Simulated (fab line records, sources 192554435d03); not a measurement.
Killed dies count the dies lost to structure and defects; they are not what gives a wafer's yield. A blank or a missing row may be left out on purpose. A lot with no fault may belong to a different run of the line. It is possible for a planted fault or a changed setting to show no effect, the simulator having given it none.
Split-lot study | flow n5-finfet | route with 1938 steps; 7 lots, 39 wafers read

THE SPLIT
At N5_MOL_CONTACT_COAG_ALD_27 (deposits SiOC, target thk 17 nm, pulse time 1.5 s, time 2720 s), the setting ald-cycles was moved away from the recipe's 340 on 15 of the 39 wafers read, by -16.8% to +5.9%. The other wafers ran this setting at the recipe's value.

The reading is taken at the split's own step.

THE READING
SiOC_of_MOL_CONTACT_COAG_ALD_27.thk-nm (the simulator's own value, which no gauge read), in nm, at N5_MOL_CONTACT_COAG_ALD_27 (deposits SiOC, target thk 17 nm, pulse time 1.5 s, time 2720 s). The file does not state a usual value for it. Here, 24 wafers ran the recipe; their average is 17.0 nm with a standard deviation of 0.07 nm.

wafer  | tool, chamber at the split | ald-cycles as run | against the recipe | SiOC_of_MOL_CONTACT_COAG_ALD_27.thk-nm, nm | against lot-mates on the recipe
L075.1 | ald-sin-04, 3,2,1          | 340               | recipe             | 17                                         | -
L075.2 | ald-sin-04, 3,2,1          | 340               | recipe             | 17                                         | -
L075.4 | ald-sin-04, 3,2,1          | 340               | recipe             | 17                                         | -
L075.3 | ald-sin-04, 0,1,2          | 296               | -12.9%             | 14.8                                       | -2.2
L075.5 | ald-sin-04, 0,1,2          | 296               | -12.9%             | 14.8                                       | -2.2
L075.6 | ald-sin-04, 0,1,2          | 296               | -12.9%             | 14.8                                       | -2.2
L076.1 | ald-sin-02, 3,0,2          | 340               | recipe             | 17                                         | -
L076.4 | ald-sin-02, 3,0,2          | 340               | recipe             | 17                                         | -
L076.6 | ald-sin-02, 3,0,2          | 340               | recipe             | 17                                         | -
L076.2 | ald-sin-02, 1,2            | 283               | -16.8%             | 14.2                                       | -2.8
L076.3 | ald-sin-02, 1,2            | 283               | -16.8%             | 14.2                                       | -2.8
L076.5 | ald-sin-02, 3              | 283               | -16.8%             | 14                                         | -3.0
L081.2 | ald-sin-04, 0,3,2          | 340               | recipe             | 17                                         | -
L081.3 | ald-sin-04, 0,3,2          | 340               | recipe             | 17                                         | -
L081.5 | ald-sin-04, 0,3,2          | 340               | recipe             | 17                                         | -
L085.1 | ald-sin-02, 0,2,3,1,1,0    | 340               | recipe             | 17                                         | -
L085.2 | ald-sin-02, 0,2,3,1,1,0    | 340               | recipe             | 17                                         | -
L085.3 | ald-sin-02, 0,2,3,1,1,0    | 340               | recipe             | 17                                         | -
L085.4 | ald-sin-02, 0,2,3,1,1,0    | 340               | recipe             | 17                                         | -
L085.5 | ald-sin-02, 0,2,3,1,1,0    | 340               | recipe             | 17                                         | -
L085.6 | ald-sin-02, 0,2,3,1,1,0    | 340               | recipe             | 17                                         | -
L089.1 | ald-sin-02, 1              | 360               | +5.9%              | 18                                         | +0.9
L089.2 | ald-sin-02, 3              | 340               | recipe             | 17                                         | -
L089.6 | ald-sin-02, 3              | 340               | recipe             | 17                                         | -
L089.3 | ald-sin-02, 0,2            | 360               | +5.9%              | 18.2                                       | +1.1
L089.5 | ald-sin-02, 0,2            | 360               | +5.9%              | 18.2                                       | +1.1
L089.4 | ald-sin-02, 2              | 340               | recipe             | 17.2                                       | -
L092.1 | ald-sin-03, 3,2            | 340               | recipe             | 17                                         | -
L092.4 | ald-sin-03, 3,2            | 340               | recipe             | 17                                         | -
L092.2 | ald-sin-03, 0              | 340               | recipe             | 16.8                                       | -
L092.3 | ald-sin-03, 1,3,0          | 309               | -9.1%              | 15.4                                       | -1.5
L092.5 | ald-sin-03, 1,3,0          | 309               | -9.1%              | 15.4                                       | -1.5
L092.6 | ald-sin-03, 1,3,0          | 309               | -9.1%              | 15.4                                       | -1.5
L093.1 | ald-sin-04, 3              | 340               | recipe             | 17.2                                       | -
L093.2 | ald-sin-04, 2,3,2          | 310               | -8.8%              | 15.6                                       | -1.5
L093.4 | ald-sin-04, 2,3,2          | 310               | -8.8%              | 15.6                                       | -1.5
L093.5 | ald-sin-04, 2,3,2          | 310               | -8.8%              | 15.6                                       | -1.5
L093.3 | ald-sin-04, 0              | 340               | recipe             | 17                                         | -
L093.6 | ald-sin-04, 0              | 340               | recipe             | 17                                         | -
Where a row lists several chambers, the file gives one row for several wafers and doesn't say which wafer went through which chamber.

FIT RESULTS
A straight line over all 39 wafers: SiOC_of_MOL_CONTACT_COAG_ALD_27.thk-nm changes by +0.173 nm for each +1% of ald-cycles; r = +1.00; the points scatter about the line by 0.081 nm.
The same after taking each lot's own level away (the mean of its wafers on the recipe; 39 wafers): +0.171 nm for each +1%; r = +1.00; scatter 0.063 nm.
That fit puts the effect of the largest move of ald-cycles on the reading at 2.9 nm.
Measured against the standard deviation above, the lots' own levels, which go from 16.93 to 17.07 nm, span 1.9 times it.
So the lot-to-lot level changes the slope little: the two slopes agree.
Check: -2.87 nm against its lot-mates is what the line predicts for one of the wafers moved furthest among these (-16.8%) when that wafer is left out of the fit. Against them it came out at -2.8 nm.

OTHER SPLITS ON THESE WAFERS
Note: prior to the reading, these wafers also went through further splits. Each is held against what the fit with the lots' levels taken away leaves over:
other split on the same wafers | wafers away from the commonest value | r with SiOC_of_MOL_CONTACT_COAG_ALD_27.thk-nm (lot level and that fit taken away)
N5_HKMG_FIN_ETCH_35 time-s     | 15                                   | +0.23
N5_GATE_CUT_CUT_ETCH_53 icp-w  | 12                                   | -0.18

THE FILE'S OWN FIT
SiOC_of_MOL_CONTACT_COAG_ALD_27.thk-nm changes by +0.17 nm for each +1% of ald-cycles, r = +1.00.
